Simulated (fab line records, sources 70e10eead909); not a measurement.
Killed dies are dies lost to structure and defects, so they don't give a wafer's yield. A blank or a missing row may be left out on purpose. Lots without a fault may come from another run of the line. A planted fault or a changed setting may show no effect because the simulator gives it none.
A struck lot beside a sound one | flow nand_harc | 15 steps out of a route of 1159
Sound: wafers L709.1, L709.4, L709.5. Struck: wafers L716.2, L716.3, L716.6. The cause comes at the end.
At each step with rows: each side's tool, then ch and its chambers, then its first start. Under that, the readings that differ: sound wafers | struck wafers | difference of the means | sigmas: that difference in standard deviations of wafers without a fault.
alike: readings whose means differ by less than 2 such deviations, and words and numbers that are the same on both sides. not compared: withheld readings, readings that some wafer has no value for, bounds like >300 that may hide the same value, and numbers for which the record gives no deviation and whose values overlap.
The two part at a step that has a row with sigmas, a row that says differs or no value, or rows on one side only. Numbers that don't overlap but have no deviation are shown without sigmas and don't part them. A reading that every wafer of one side lacks parts them only if that side has two wafers or more.

NHARC_A_CHANNEL_HOLE_D1_ETCH_44: etches the open film in CF4/O2, target depth 140 nm, overetch 14 nm, time 77 s.
  sound on rie_diel-13 ch 2,3, day 9 05:19; struck on rie_diel-13 ch 0,1,2, day 11 16:35
  reading               | sound             | struck            | difference | sigmas
  oes_product_au (a.u.) | 1.002 0.987 1.000 | 1.013 1.008 1.013 | +0.015     | +2
  alike: cf4_flow_sccm, drypump_motor_current_A, oes_ar_750_au, rf_vpp_V, showerhead_plenum_p_Torr, throttle_valve_pct
  not compared: rf_hours_counter_h
then, 3 steps without rows for these wafers: NHARC_A_CHANNEL_HOLE_D1_STRIP_27 (strips in O2); NHARC_A_CHANNEL_HOLE_D1_PRECLEAN_28 (cleans in SC1); NHARC_A_CHANNEL_HOLE_D1_SRD_29.
NHARC_A_CHANNEL_HOLE_D1_CD_MEAS_30:
  sound on cd_sem-03, day 9 06:07; struck on cd_sem-01, day 11 17:22
  reading    | sound          | struck         | difference | sigmas
  cd_nm (nm) | 90.5 92.0 93.1 | 90.1 88.7 89.1 | -2.6       | -3
NHARC_A_CHANNEL_HOLE_D1_XSEM_31:
  sound on xsem-02 ch 0, day 9 06:13; struck on xsem-01 ch 0, day 11 17:27
  reading        | sound          | struck         | difference | sigmas
  bot_cd_nm (nm) | 76.1 77.0 78.3 | 74.3 73.8 74.2 | -3.0       | -3
  alike: bow_nm, tilt_deg
NHARC_A_CHANNEL_HOLE_D1_INSPECT_40:
  sound on defect_inspect-01, day 9 06:19; struck on defect_inspect-01, day 11 17:32
  alike: raw_defect_count
then, 2 steps without rows for these wafers: NHARC_A_CHANNEL_FILL_D1_PRECLEAN_00 (cleans in SC1); NHARC_A_CHANNEL_FILL_D1_SRD_01.
NHARC_A_CHANNEL_FILL_D1_ALD_02: deposits SiO2, target thk 6 nm, pulse time 10 s, ald cycles 60.
  sound on ald_hk-01 ch 0,2, day 9 06:31; struck on ald_hk-04 ch 0,1, day 11 17:44
  alike: ald_cycles, heater_power_w, precursor_pulse_height_rel
NHARC_A_CHANNEL_FILL_D1_ALD_03: deposits SiNx, target thk 6 nm, pulse time 60 s, ald cycles 58.
  sound on ald_sin_batch-02 ch 0; struck on ald_sin_batch-01 ch 0
  alike: ald_cycles, precursor_pulse_height_rel
then, 1 step without rows for these wafers: NHARC_A_CHANNEL_FILL_D1_ALD_14 (deposits SiO2, target thk 2.5 nm, pulse time 10 s, ald cycles 25).
NHARC_A_CHANNEL_FILL_D1_ALD_15: deposits SiNx, target thk 2 nm, pulse time 60 s, ald cycles 19.
  sound on ald_sin_batch-02 ch 0, day 9 16:40; struck on ald_sin_batch-02 ch 0, day 12 03:35
  reading    | sound    | struck   | difference | sigmas
  ald_cycles | 19 19 19 | 24 24 24 | +5         |
  alike: precursor_pulse_height_rel
NHARC_A_CHANNEL_FILL_D1_ALD_16: deposits SiO2, target thk 1.5 nm, pulse time 10 s, ald cycles 15.
  sound on ald_hk-02 ch 0,1,3, day 9 18:43; struck on ald_hk-04 ch 0,2, day 12 05:39
  alike: ald_cycles, heater_power_w, precursor_pulse_height_rel
-- the record jumps here: 10 days lie between the struck wafers' starts before and after (it left off in module A_CHANNEL_FILL_D1 and takes up again in module END, whose first step shown is number 1159 of the route) --
NHARC_END_SORT_01:
  the record has rows for the struck wafers here (prober-02 ch 0, day 22 00:49) and none for the sound ones

WHERE THEY PART
First at NHARC_A_CHANNEL_HOLE_D1_ETCH_44; last, within this record, at NHARC_END_SORT_01.

WHY: what the simulator had put in
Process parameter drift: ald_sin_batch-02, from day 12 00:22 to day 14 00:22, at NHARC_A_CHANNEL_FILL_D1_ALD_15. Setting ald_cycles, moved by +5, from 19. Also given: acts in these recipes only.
